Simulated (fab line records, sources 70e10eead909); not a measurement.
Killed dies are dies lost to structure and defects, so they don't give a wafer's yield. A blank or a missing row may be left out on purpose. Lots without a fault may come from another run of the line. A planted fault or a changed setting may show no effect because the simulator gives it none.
Chamber matching | flow nand_harc | NHARC_THIN_TSV_DEP_47 on pecvd-02: 3 sister chambers
The step deposits SiO2, target thk 200 nm. 16 wafers are shown with their chamber, then 8 later ones without.

WAFERS WITH THEIR CHAMBER
wafer  | chamber | throttle_valve_pct (%)
L416.1 | 1       | 16.1
L416.3 | 2       | 16.0
L416.6 | 2       | 15.7
L419.1 | 1       | 15.8
L419.4 | 2       | 15.9
L419.5 | 0       | 16.3
L420.4 | 1       | 16.3
L420.5 | 0       | 16.2
L420.6 | 2       | 16.3
L421.2 | 1       | 16.0
L421.4 | 1       | 16.2
L421.5 | 2       | 15.8
L425.1 | 2       | 15.8
L425.5 | 2       | 15.8
L425.6 | 0       | 16.5
L424.1 | 2       | 15.8

SIGNATURES (means of the wafers above)
reading            | chamber 0 | chamber 1 | chamber 2 | scatter within a chamber
throttle_valve_pct | 16.333    | 16.080    | 15.888    | 0.185
Rule: a wafer's distance from a chamber is the root of the sum, over the readings, of the square of ((its reading less the chamber's mean) divided by the reading's scatter). The wafer belongs to the nearest chamber; if the next one is less than 2 further off, it can't be placed. The scatter: the root of (the sum of the squares of (reading less its chamber's mean) over the shown wafers, divided by (wafers less chambers)).

WAFERS WITHOUT THEIR CHAMBER
wafer  | throttle_valve_pct (%)
L424.3 | 16.2
L424.5 | 15.9
L426.1 | 16.6
L426.3 | 16.1
L426.5 | 16.4
L436.4 | 15.6
L436.5 | 15.7
L436.6 | 16.1

WHICH CHAMBER EACH WENT THROUGH
wafer  | from the rows above          | in truth
L424.3 | can't be placed: 1 or 0 or 2 | 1
L424.5 | can't be placed: 2 or 1      | 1
L426.1 | can't be placed: 0 or 1      | 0
L426.3 | can't be placed: 1 or 2 or 0 | 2
L426.5 | can't be placed: 0 or 1      | 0
L436.4 | can't be placed: 2 or 1      | 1
L436.5 | can't be placed: 2 or 1      | 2
L436.6 | can't be placed: 1 or 2 or 0 | 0
Placed correctly: 0 of 8. Can't be placed from these rows: 8 (the true chamber is among the candidates in 8). Placed wrongly: 0.
